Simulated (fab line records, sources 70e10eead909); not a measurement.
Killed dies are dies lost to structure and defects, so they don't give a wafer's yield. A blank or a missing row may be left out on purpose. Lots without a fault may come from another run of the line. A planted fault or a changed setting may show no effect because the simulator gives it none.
Which tool did it? | flow nand_harc | 12 lots, 36 wafers sampled, at 6 steps of a route of 1302

WHAT THE GAUGES READ, wafer by wafer
NHARC_A_BONDPAD_OVL_MEAS_35.
lot  | measured     | on         | overlay_x_nm (nm) | overlay_y_nm (nm)
L271 | day 23 09:13 | overlay-02 | -4 -3 -4          | 1 1 1
L273 | day 23 16:56 | overlay-02 | 3 3 3             | -3 -4 -4
L272 | day 23 20:16 | overlay-02 | -3 -4 -3          | 9 8 9
L274 | day 24 03:03 | overlay-02 | -6 -6 -6          | -3 -3 -3
L276 | day 24 14:29 | overlay-02 | 0 1 0             | 0 0 0
L275 | day 25 03:44 | overlay-02 | -5 -6 -5          | -9 -10 -10
L277 | day 25 09:44 | overlay-01 | 2 2 2             | 5 5 6
L278 | day 25 10:41 | overlay-02 | -4 -4 -4          | 1 1 1
L280 | day 27 09:59 | overlay-01 | 9 10 9            | 10 11 11
L283 | day 28 12:27 | overlay-01 | -3 -2 -3          | -1 0 -1
L288 | day 30 13:29 | overlay-01 | 11 11 11          | -11 -11 -12
L290 | day 32 12:54 | overlay-02 | -6 -6 -6          | -2 -2 -2

NHARC_A_BONDPAD_INSPECT_23.
lot  | measured     | on                | raw_defect_count
L271 | day 23 12:06 | defect_inspect-02 | 447 468 500
L273 | day 23 19:37 | defect_inspect-01 | 482 575 586
L272 | day 23 23:00 | defect_inspect-02 | 648 565 595
L274 | day 24 05:47 | defect_inspect-02 | 650 488 416
L276 | day 24 17:14 | defect_inspect-02 | 620 714 657
L275 | day 25 06:27 | defect_inspect-01 | 568 448 762
L277 | day 25 12:34 | defect_inspect-02 | 409 416 692
L278 | day 25 13:26 | defect_inspect-02 | 552 800 575
L280 | day 27 12:48 | defect_inspect-01 | 476 387 398
L283 | day 28 15:37 | defect_inspect-02 | 686 483 420
L288 | day 30 16:12 | defect_inspect-01 | 492 441 505
L290 | day 32 15:34 | defect_inspect-01 | 515 669 456

NHARC_THIN_TSV_INSPECT_40.
lot  | measured     | on                | raw_defect_count
L271 | day 24 12:00 | defect_inspect-02 | 567 585 545
L273 | day 24 20:25 | defect_inspect-02 | 483 588 533
L272 | day 24 20:25 | defect_inspect-01 | 634 622 563
L274 | day 25 07:05 | defect_inspect-02 | 560 523 577
L276 | day 25 19:38 | defect_inspect-01 | 552 547 623
L275 | day 26 09:14 | defect_inspect-02 | 473 540 599
L277 | day 26 14:26 | defect_inspect-02 | 485 384 388
L278 | day 26 14:26 | defect_inspect-01 | 419 451 386
L280 | day 28 12:57 | defect_inspect-02 | 517 479 555
L283 | day 29 14:09 | defect_inspect-01 | 569 560 497
L288 | day 31 16:41 | defect_inspect-01 | 516 1628 458
L290 | day 33 20:07 | defect_inspect-01 | 467 497 502

NHARC_END_SORT_01.
lot  | measured     | on        | defect_limited_yield (%) | killed_at_array | killed_at_other | killed_at_periphery | killed_dies | killed_open | killed_short | sort_bin_2_pct (%) | sort_bin_3_pct (%) | sort_bin_4_pct (%) | sort_n_pass | sort_rim_yield_pct (%) | sort_yield_pct (%)
L288 | day 31 20:35 | prober-01 | 90.4 76.5 95.3           | 63 59 29        | 0 98 0          | 2 2 3               | 65 159 32   | 4 5 2       | 6 4 3        | 3.4 9.2 2.4        | 0.9 6.1 0.4        | 5.3 8.3 1.9        | 612 518 645 | 93 97 92               | 90.4 76.5 95.3

WHICH TOOL RAN EACH LOT (tool, then ch and the chambers of the sampled wafers, then the start)
lot  | NHARC_THIN_TSV_STRIP_62              | NHARC_THIN_TSV_STRIP_57
L271 | plasma_asher-01 ch 0,1, day 24 02:53 | wet_bench-10 ch 1,5,7, day 24 07:02
L273 | plasma_asher-01 ch 0,1, day 24 10:46 | wet_bench-10 ch 0,1,2, day 24 15:04
L272 | plasma_asher-02 ch 0,1, day 24 12:05 | wet_bench-08 ch 4,6,7, day 24 16:22
L274 | plasma_asher-01 ch 0,1, day 24 20:32 | wet_bench-10 ch 0,3,7, day 25 00:51
L276 | plasma_asher-02 ch 0,1, day 25 08:19 | wet_bench-10 ch 0,1,7, day 25 12:29
L275 | plasma_asher-01 ch 0, day 25 21:33   | wet_bench-10 ch 0,4,5, day 26 01:43
L277 | plasma_asher-01 ch 0, day 26 05:19   | wet_bench-10 ch 3,6,7, day 26 09:28
L278 | plasma_asher-01 ch 0, day 26 06:35   | wet_bench-08 ch 5,6,7, day 26 10:55
L280 | plasma_asher-01 ch 1, day 28 03:34   | wet_bench-10 ch 0,1,6, day 28 07:52
L283 | plasma_asher-01 ch 0,1, day 29 06:00 | wet_bench-10 ch 2,3,4, day 29 10:23
L288 | plasma_asher-02 ch 0,1, day 31 06:49 | wet_bench-10 ch 2,3,5, day 31 11:05
L290 | plasma_asher-01 ch 0,1, day 33 09:32 | wet_bench-08 ch 0,5,7, day 33 14:25
- NHARC_THIN_TSV_STRIP_62: strips in N2/H2, time 20 s.
- NHARC_THIN_TSV_STRIP_57: strips in post etch residue remover, time 1200 s.

WHAT THE TOOLS THEMSELVES READ (means of the sampled wafers that have a number; where no wafer has one, the mark that the record gives instead)
NHARC_THIN_TSV_STRIP_62.
lot  | tool            | drypump_motor_current_A (A) | heater_power_w (W) | rf_refl_power_W (W)
L271 | plasma_asher-01 | 5.47                        | 320                | -
L273 | plasma_asher-01 | 5.53                        | 329                | 21
L272 | plasma_asher-02 | 5.69                        | 401                | -
L274 | plasma_asher-01 | 5.47                        | 321                | 20
L276 | plasma_asher-02 | 5.70                        | 394                | 14
L275 | plasma_asher-01 | 5.43                        | 315                | 20
L277 | plasma_asher-01 | 5.43                        | 315                | 20
L278 | plasma_asher-01 | 5.42                        | 313                | 19
L280 | plasma_asher-01 | 5.55                        | 328                | 22
L283 | plasma_asher-01 | 5.47                        | 323                | 20
L288 | plasma_asher-02 | 5.72                        | 390                | -
L290 | plasma_asher-01 | 5.48                        | 329                | 21

THE ANSWER, worked out from the rows above alone
Rule: what is usual is taken from the lots themselves. Put in order of their means at a reading, lots are off if they are a third of the lots or fewer, leave a main group of 4 or more, and stand apart from it by a gap of 3 or more times the standard deviation of the main group's means; of several such gaps the widest counts. A main group whose means are all the same, to the digits that the tables above print for the reading, isn't used. A lot without any number at a reading at which 4 lots or more have one is off too. The other lots that the step has rows for count as sound. The gauges are gone through in route order, then the tools' own readings, and for those a lot's mean is taken as printed above. The first step at which some lot is off is used, and at that step the reading that is off furthest; a lot without a number counts as furthest.
Off: L288, at NHARC_THIN_TSV_INSPECT_40 (raw_defect_count). The main group: mean 523, standard deviation 57.
A tool fits if, at a process step before that reading, it ran every lot that is off, and no sound lot after the first of them. The gauges at NHARC_THIN_TSV_INSPECT_40 aren't tried: what is off there is off at NHARC_THIN_TSV_STRIP_62 too, on other tools, and a gauge's error can't cause that. Can't be told from this: 2 tools fit, plasma_asher-02 at NHARC_THIN_TSV_STRIP_62, wet_bench-10 at NHARC_THIN_TSV_STRIP_57.

WHAT THE SIMULATOR HAD PUT IN
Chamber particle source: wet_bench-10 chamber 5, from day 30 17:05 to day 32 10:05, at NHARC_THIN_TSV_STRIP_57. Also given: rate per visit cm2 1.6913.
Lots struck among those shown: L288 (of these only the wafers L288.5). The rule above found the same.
